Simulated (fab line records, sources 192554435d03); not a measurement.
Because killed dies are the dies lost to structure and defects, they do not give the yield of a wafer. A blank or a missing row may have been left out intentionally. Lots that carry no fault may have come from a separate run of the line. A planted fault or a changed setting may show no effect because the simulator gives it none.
fab line records -- flow n5-finfet
[record] lots = 6, wafers = 18, last-day = 18
route steps=1938 shown DUMMY_REMOVAL@383 HKMG_FIN@385 BEOL_M4@1111
lots that met no fault: taken from a fault-free run of the same line
start-h: the number of hours between the record's first day and the start of the first shown wafer of the lot -- wait-h: hours since the lot's step before -- " as in the row above -- L1.1+2: a row that stands for several wafers -- - no value, or no start given -- * or withheld: withheld -- < > ~ a bound
route shown NAME@n: NAME is a module with steps in the file, n the number in the route of the first one -- usual: mean and standard deviation over wafers with no fault -- same: alike in all rows -- chamber/n: place in a boat -- sites: per-site readings -- _std_site: the values' standard deviation -- _edge_site: mean of outer sites minus mean of inner sites -- radius-mm: for every site, how far away it sits from the centre of the wafer -- mask NAME#n: copy n -- behind: the most recent tool/chamber to have shaped the wafer -- hold: why the lot went on hold/how many hours it stayed there/how the hold came to an end -- device: the n, p or np transistor that did not switch -- end of line: at the end of the route, the tests of the same wafers -- a step with no rows: only its recipe -- killed: dies lost to structure and defects at the first sort, not the wafer's yield -- map: dies across one wafer; x = killed, . = not, _ = none there
set.NAME: the setting as run; set.NAME@STEP: as run at that earlier step -- model.NAME: the simulator's own value behind a step, which no gauge read
lots at selected steps of the route; one table per step, one row per wafer
services: the hour from which a tool's chamber was out of use, counted from the record's first day as start-h (under 0 if before that day), plus the number of hours and why
[[steps]]
[step N5_DUMMY_REMOVAL_PRECLEAN_04]
[recipe] chemistry = DHF, time-s = 37, temp-c = 25, dilution = 500:1
[step N5_DUMMY_REMOVAL_SRD_05]
[recipe] dry = ipa-marangoni, do-ppb = 5, time-s = 30, temp-c = 23, rinse-liquid = diw
[step N5_HKMG_FIN_IL_REGROW_00]
[recipe] material = SiO2, target-thk-a = 7.5, chemistry = O3, temp-c = withheld, time-s = 30
[step N5_HKMG_FIN_HK_ALD_01]
[recipe] material = HfO2, target-thk-a = 16, temp-c = withheld, ald-precursor-family = HfCl4, ald-co-reactant = H2O, pulse-time-s = 3, purge-time-s = 3, co-reactant-purge-time-s = 2.5, co-reactant-pulse-time-s = 0.3, ald-cycles = 30
[usual] precursor-pulse-height-rel = 0.998/0.021
lot.wafer,tool,chamber,start-h,wait-h,precursor-pulse-height-rel
L151.1,ald-hk-01,3,96.62,0.0,1.011
L151.3,ald-hk-01,2,96.62,0.0,0.968
L151.6,ald-hk-01,3,96.62,0.0,1.007
L154.2,ald-hk-03,1,110.25,0.0,1.056
L154.3,ald-hk-03,3,110.25,0.0,1.006
L154.6,ald-hk-03,0,110.25,0.0,1.008
L158.1,ald-hk-01,3,137.37,0.0,0.994
L158.2,ald-hk-01,2,137.37,0.0,0.995
L158.4,ald-hk-01,0,137.37,0.0,0.995
L160.1,ald-hk-01,1,149.96,0.0,1.005
L160.4,ald-hk-01,0,149.96,0.0,0.959
L160.6,ald-hk-01,3,149.96,0.0,0.979
L165.1,ald-hk-02,0,183.16,0.0,1.025
L165.2,ald-hk-02,2,183.16,0.0,0.962
L165.5,ald-hk-02,0,183.16,0.0,1.008
L169.1,ald-hk-01,2,209.74,0.0,0.992
L169.3,ald-hk-01,1,209.74,0.0,1.013
L169.4,ald-hk-01,0,209.74,0.0,1.001
[step N5_HKMG_FIN_HK_ANNEAL_02]
[recipe] temp-c = 700, time-s = 30, ambient = N2, idle-temp-c = 600, ramp-up-c-per-s = 150, ramp-down-c-per-s = 60, cool-to-c = 600
[usual] lamp-power-pct = 8.79/0.048, lamp_zone_5_pct = 8.799/0.0099, wafer_temp_C_max = 702.9/0.74
lot.wafer,tool,chamber,start-h,wait-h,lamp-power-pct,lamp_zone_5_pct,wafer_temp_C_max
L151.1,rtp-anneal-01,0,96.80,0.1,8.80,8.794,702.2
L151.3,rtp-anneal-01,0,96.80,0.1,8.83,8.786,701.8
L151.6,rtp-anneal-01,0,96.80,0.1,8.85,8.801,705.1
L154.2,rtp-anneal-01,0,111.36,1.0,8.79,8.802,702.6
L154.3,rtp-anneal-01,0,111.36,1.0,8.79,8.791,703.2
L154.6,rtp-anneal-01,0,111.36,1.0,8.79,8.815,704.4
L158.1,rtp-anneal-01,0,137.73,0.3,8.84,8.809,702.7
L158.2,rtp-anneal-01,0,137.73,0.3,8.78,8.798,702.5
L158.4,rtp-anneal-01,0,137.73,0.3,8.74,8.812,703.7
L160.1,rtp-anneal-01,0,150.33,0.3,8.80,8.797,703.7
L160.4,rtp-anneal-01,0,150.33,0.3,8.85,8.812,702.4
L160.6,rtp-anneal-01,0,150.33,0.3,8.77,8.803,702.4
L165.1,rtp-anneal-01,0,183.55,0.3,8.82,8.796,704.1
L165.2,rtp-anneal-01,0,183.55,0.3,8.82,8.787,702.7
L165.5,rtp-anneal-01,0,183.55,0.3,8.81,8.803,703.0
L169.1,rtp-anneal-02,0,209.93,0.1,8.82,8.804,702.7
L169.3,rtp-anneal-02,0,209.93,0.1,8.81,8.790,703.9
L169.4,rtp-anneal-02,0,209.93,0.1,8.85,8.794,702.4
[step N5_HKMG_FIN_ALD_74]
[recipe] material = La2O3, target-thk-a = 5, temp-c = 250, ald-precursor-family = La-Cp, ald-co-reactant = O3, pulse-time-s = 6, co-reactant-pulse-time-s = 1, purge-time-s = 3, co-reactant-purge-time-s = 3
[usual] heater-power-w = 363/41, precursor-pulse-height-rel = 1.002/0.019
lot.wafer,tool,chamber,start-h,wait-h,heater-power-w,precursor-pulse-height-rel
L151.1,ald-hk-02,2,97.02,0.2,330,1.007
L151.3,ald-hk-02,0,97.02,0.2,363,1.009
L151.6,ald-hk-02,3,97.02,0.2,282,1.036
L154.2,ald-hk-01,0,111.54,0.2,393,1.001
L154.3,ald-hk-01,1,111.54,0.2,346,1.016
L154.6,ald-hk-01,3,111.54,0.2,312,1.002
L158.1,ald-hk-03,3,137.94,0.2,385,0.980
L158.2,ald-hk-03,2,137.94,0.2,403,0.964
L158.4,ald-hk-03,1,137.94,0.2,355,0.993
L160.1,ald-hk-03,1,150.54,0.2,360,1.022
L160.4,ald-hk-03,3,150.54,0.2,391,0.985
L160.6,ald-hk-03,1,150.54,0.2,354,1.009
L165.1,ald-hk-03,2,183.76,0.2,422,0.974
L165.2,ald-hk-03,0,183.76,0.2,407,0.990
L165.5,ald-hk-03,2,183.76,0.2,411,1.031
L169.1,ald-hk-02,0,210.14,0.2,353,0.989
L169.3,ald-hk-02,3,210.14,0.2,289,1.009
L169.4,ald-hk-02,2,210.14,0.2,330,0.991
[step N5_HKMG_FIN_ALD_75]
[recipe] material = Al2O3, target-thk-a = 10, temp-c = 150, ald-precursor-family = TMA, ald-co-reactant = H2O, pulse-time-s = withheld, co-reactant-pulse-time-s = 1
[usual] heater-power-w = 157/17, precursor-pulse-height-rel = 0.999/0.019
lot.wafer,tool,chamber,start-h,wait-h,heater-power-w,precursor-pulse-height-rel
L151.1,ald-hk-02,2,97.09,0.0,137,0.990
L151.3,ald-hk-02,0,97.09,0.0,152,0.979
L151.6,ald-hk-02,3,97.09,0.0,127,0.991
L154.2,ald-hk-01,0,111.62,0.0,169,1.016
L154.3,ald-hk-01,1,111.62,0.0,149,0.963
L154.6,ald-hk-01,3,111.62,0.0,135,0.980
L158.1,ald-hk-03,3,138.02,0.0,173,0.990
L158.2,ald-hk-03,2,138.02,0.0,176,1.020
L158.4,ald-hk-03,1,138.02,0.0,152,0.971
L160.1,ald-hk-03,1,150.62,0.0,151,0.973
L160.4,ald-hk-03,3,150.62,0.0,176,1.024
L160.6,ald-hk-03,1,150.62,0.0,149,1.004
L165.1,ald-hk-03,2,183.84,0.0,180,0.973
L165.2,ald-hk-03,0,183.84,0.0,175,1.035
L165.5,ald-hk-03,2,183.84,0.0,176,1.012
L169.1,ald-hk-02,0,210.22,0.0,155,0.973
L169.3,ald-hk-02,3,210.22,0.0,123,0.986
L169.4,ald-hk-02,2,210.22,0.0,138,0.997
[step N5_HKMG_FIN_COAT_41]
[recipe] resist = SOC, temp-c = 250, time-s = 60, spin-rpm = 1500, resist-thk-nm = 300
[step N5_HKMG_FIN_COAT_42]
[recipe] resist = SiARC, temp-c = 220, time-s = 60, spin-rpm = 1500, resist-thk-nm = 35
[step N5_HKMG_FIN_COAT_43]
[recipe] resist = CAR-ArF, spin-rpm = 1500, resist-thk-nm = 90
[step N5_HKMG_FIN_EBR_45]
[recipe] solvent = PGMEA, ebr-width-mm = 1.5
[step N5_HKMG_FIN_SOFTBAKE_44]
[recipe] temp-c = 110, time-s = 60, resist = CAR-ArF
[step N5_HKMG_FIN_EXPOSE_46]
[recipe] mask-id = NDIPOLE, na = 1.35, source-shape = conventional, sigma-outer = 0.8, polarization = unpolarized, dose-mj = 40
lot.wafer,tool,chamber,start-h,wait-h,mask,model.HKMG_FIN.overlay-x-nm
L151.1+3+6,arfi-scanner-01,0,97.44,-,NDIPOLE#0,-0.2
L154.2+3+6,arfi-scanner-02,0,111.96,-,NDIPOLE#0,0.8
L158.1+2+4,arfi-scanner-02,0,138.23,-,NDIPOLE#0,1.4
L160.1+4+6,arfi-scanner-02,0,150.96,-,NDIPOLE#0,1.4
L165.1+2+5,arfi-scanner-01,0,184.06,-,NDIPOLE#0,0
L169.1+3+4,arfi-scanner-03,0,210.44,-,NDIPOLE#0,0.6
[step N5_HKMG_FIN_PEB_47]
[recipe] peb-temp-c = withheld, peb-time-s = 60, resist = CAR-ArF
[step N5_BEOL_M4_RC_MEAS_101]
[usual] DIBL_N = 35.7/1.5, DIBL_P = 35.7/2, IOFF_N = 0.155/0.026, IOFF_P = 0.20/0.031, ION_N = 675/11, ION_P = 462/7.1, SS_N = 71.3/0.57, SS_P = 73.1/0.56, VT_N = 250/3, VT_P = -251/3
lot.wafer,tool,chamber,start-h,wait-h,DIBL_N[mV/V],DIBL_P[mV/V],IOFF_N[nA/um],IOFF_P[nA/um],ION_N[uA/um],ION_P[uA/um],SS_N[mV/dec],SS_P[mV/dec],VT_N[mV],VT_P[mV]
L151.1,prober-02,0,198.90,0.0,35.3,33.2,0.147,0.18,670,456,71.3,72.1,249,-253
L151.3,prober-02,0,198.90,0.0,35.9,33.9,0.149,0.19,681,467,71.2,73.2,251,-251
L151.6,prober-02,0,198.90,0.0,36.7,34.5,0.176,0.21,701,469,72.0,72.5,245,-247
L154.2,prober-01,0,217.64,0.8,34.0,33.0,0.113,0.15,661,449,70.9,72.8,255,-257
L154.3,prober-01,0,217.64,0.8,34.4,34.9,0.131,0.18,680,473,71.6,73.0,252,-256
L154.6,prober-01,0,217.64,0.8,36.8,37.2,0.156,0.21,669,461,72.2,74.0,252,-251
L158.1,prober-02,0,233.72,0.0,35.5,34.3,0.145,0.19,668,457,71.2,73.0,250,-250
L158.2,prober-02,0,233.72,0.0,35.6,34.6,0.150,0.19,675,460,71.9,73.2,249,-251
L158.4,prober-02,0,233.72,0.0,35.2,33.9,0.131,0.18,662,459,71.0,72.7,253,-251
L160.1,prober-02,0,255.81,0.0,37.1,37.3,0.178,0.22,680,463,71.2,72.8,250,-251
L160.4,prober-02,0,255.81,0.0,37.3,36.9,0.163,0.21,667,460,72.1,73.0,251,-252
L160.6,prober-02,0,255.81,0.0,37.5,37.2,0.184,0.21,684,460,71.9,73.3,248,-253
L165.1,prober-02,0,292.94,0.0,33.0,34.1,0.122,0.14,677,453,70.5,72.4,253,-258
L165.2,prober-02,0,292.94,0.0,34.8,35.4,0.139,0.15,673,452,71.1,72.5,253,-258
L165.5,prober-02,0,292.94,0.0,33.7,34.6,0.132,0.15,679,456,71.4,73.2,251,-257
L169.1,prober-01,0,311.54,0.0,35.2,36.7,0.138,0.18,667,453,70.6,72.6,251,-255
L169.3,prober-01,0,311.54,0.0,36.4,37.6,0.163,0.20,668,456,71.3,72.7,248,-251
L169.4,prober-01,0,311.54,0.0,36.4,38.7,0.166,0.21,689,468,71.1,73.5,246,-253
[[services]]
tool,chamber,start-h,hours,kind
arfi-scanner-01,-,92.68,0.2,repair
arfi-scanner-02,-,97.70,1.0,pm
rtp-anneal-02,-,102.35,86.3,pm
arfi-scanner-03,-,116.47,9.4,repair
arfi-scanner-02,-,118.61,1.3,pm
arfi-scanner-03,-,125.90,1.3,pm
arfi-scanner-03,-,127.20,1.0,pm
arfi-scanner-01,-,134.06,1.0,pm
arfi-scanner-01,-,138.16,1.0,pm
arfi-scanner-01,-,143.91,1.6,repair
ald-hk-01,-,155.70,2.8,pm
arfi-scanner-01,-,166.32,1.3,pm
ald-hk-02,-,169.07,2.8,repair
ald-hk-01,-,170.19,0.7,repair
arfi-scanner-03,-,182.75,0.8,pm
arfi-scanner-02,0,188.66,-,calibration
arfi-scanner-02,-,196.32,0.8,pm
arfi-scanner-03,-,197.91,1.0,pm
arfi-scanner-03,0,203.66,-,calibration
arfi-scanner-01,-,207.17,0.6,repair
[[key]]
first-sign none at tools or gauges
[model-effect] step = N5_HKMG_FIN_EXPOSE_46, value = HKMG_FIN.overlay-x-nm, without = 0, struck = 1.4
met-at N5_HKMG_FIN_EXPOSE_46
struck-wafers L158.1,L158.2,L158.4,L160.1,L160.4,L160.6
rows-end L158.1,L158.2,L158.4
onset-between 111.96 138.23
[fault] kind = scanner-matching-overlay, tool = arfi-scanner-02, chamber = -, onset-h = 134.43, steps = N5_HKMG_FIN_EXPOSE_46, offset = 1.5442
// rows-end: these wafers met a further fault down the route, and their rows from its step on are left out
